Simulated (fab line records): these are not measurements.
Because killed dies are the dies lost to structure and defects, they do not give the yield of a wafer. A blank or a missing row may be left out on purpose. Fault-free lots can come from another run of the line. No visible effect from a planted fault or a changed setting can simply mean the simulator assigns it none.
Commonality check across tools | flow nand_harc | Sample size 2 lots and 6 wafers

THE REASON FOR OPENING IT
On 2 of the 2 lots, a flag is raised at NHARC_END_SORT_01 on the reading killed_at_array. No-fault wafers: 54, standard deviation 21.
Rule: a lot is flagged when every wafer of it that has a number lies more than 4 standard deviations from that mean, or none has a number. As for the other lots, they are considered sound.

lot  | measured     | on        | killed_at_array, wafer by wafer | flag
L437 | day 28 11:56 | prober-02 | 676 676 675                     | FLAGGED
L438 | day 29 02:26 | prober-01 | 672 673 672                     | FLAGGED
The mean of the flagged lots' numbers is 674, +620 from the usual (+30 standard deviations).

WHICH TOOL EACH LOT WENT THROUGH
The record holds 4 process steps before the reading, out of a route of 1302 steps. Every cell lists first the tool, next ch and the chambers used by the sampled wafers, and last the start.
lot  | flag    | NHARC_A_CONTACT_ETCH_91          | NHARC_A_CONTACT_ETCH_135             | NHARC_A_CONTACT_ETCH_137             | NHARC_A_CONTACT_ETCH_138
L437 | FLAGGED | rie_diel-06 ch 1,3, day 26 04:18 | har_cap_etch-02 ch 0,1, day 26 09:26 | har_cap_etch-02 ch 0,1, day 26 09:58 | har_cap_etch-02 ch 0,1, day 26 10:14
L438 | FLAGGED | rie_diel-06 ch 1,2, day 26 21:14 | har_cap_etch-02 ch 0,1, day 27 03:04 | har_cap_etch-02 ch 0,1, day 27 03:37 | har_cap_etch-02 ch 0,1, day 27 03:53
What is done by these steps:
- NHARC_A_CONTACT_ETCH_91: etches the open film in CH3F/O2, target depth 40 nm, time 85.7 s.
- NHARC_A_CONTACT_ETCH_135: etches the open film in C4F8/O2/Ar, time 311 s, target depth 1912 nm.
- NHARC_A_CONTACT_ETCH_137: etches the open film in C4F8/O2/Ar, time 311 s, target depth 1912 nm.
- NHARC_A_CONTACT_ETCH_138: etches the open film in C4F8/O2/Ar, time 311 s, target depth 1914 nm.
- NHARC_END_SORT_01

FLAGGED OVER TOTAL, TOOL BY TOOL (the gauges that took the reading come last)
step                     | tool            | lots run | flagged | share of the flagged lots | sound lots run after its first flagged lot
NHARC_A_CONTACT_ETCH_91  | rie_diel-06     | 2        | 2       | all                       | 0
NHARC_A_CONTACT_ETCH_135 | har_cap_etch-02 | 2        | 2       | all                       | 0
NHARC_A_CONTACT_ETCH_137 | har_cap_etch-02 | 2        | 2       | all                       | 0
NHARC_A_CONTACT_ETCH_138 | har_cap_etch-02 | 2        | 2       | all                       | 0
NHARC_END_SORT_01        | prober-01       | 1        | 1       | some                      | 0
NHARC_END_SORT_01        | prober-02       | 1        | 1       | some                      | 0

WHAT THE TABLE ALLOWS
4 rows of the table ran every flagged lot: rie_diel-06 at NHARC_A_CONTACT_ETCH_91, har_cap_etch-02 at NHARC_A_CONTACT_ETCH_135, har_cap_etch-02 at NHARC_A_CONTACT_ETCH_137, har_cap_etch-02 at NHARC_A_CONTACT_ETCH_138.
- rie_diel-06 at NHARC_A_CONTACT_ETCH_91: 2 of its 2 lots flagged. The start can't be narrowed down: in this sample, it ran no sound lot prior to its first flagged lot.
- har_cap_etch-02 at NHARC_A_CONTACT_ETCH_135: 2 of its 2 lots flagged. The start can't be narrowed down: in this sample, it ran no sound lot prior to its first flagged lot.
- har_cap_etch-02 at NHARC_A_CONTACT_ETCH_137: 2 of its 2 lots flagged. The start can't be narrowed down: in this sample, it ran no sound lot prior to its first flagged lot.
- har_cap_etch-02 at NHARC_A_CONTACT_ETCH_138: 2 of its 2 lots flagged. The start can't be narrowed down: in this sample, it ran no sound lot prior to its first flagged lot.
A lot count leaves these 2 tools indistinguishable: every one of them fits a fault beginning at some hour. More lots, or a look at what each step does to the wafer, might.

WHAT WAS PUT IN BY THE SIMULATOR
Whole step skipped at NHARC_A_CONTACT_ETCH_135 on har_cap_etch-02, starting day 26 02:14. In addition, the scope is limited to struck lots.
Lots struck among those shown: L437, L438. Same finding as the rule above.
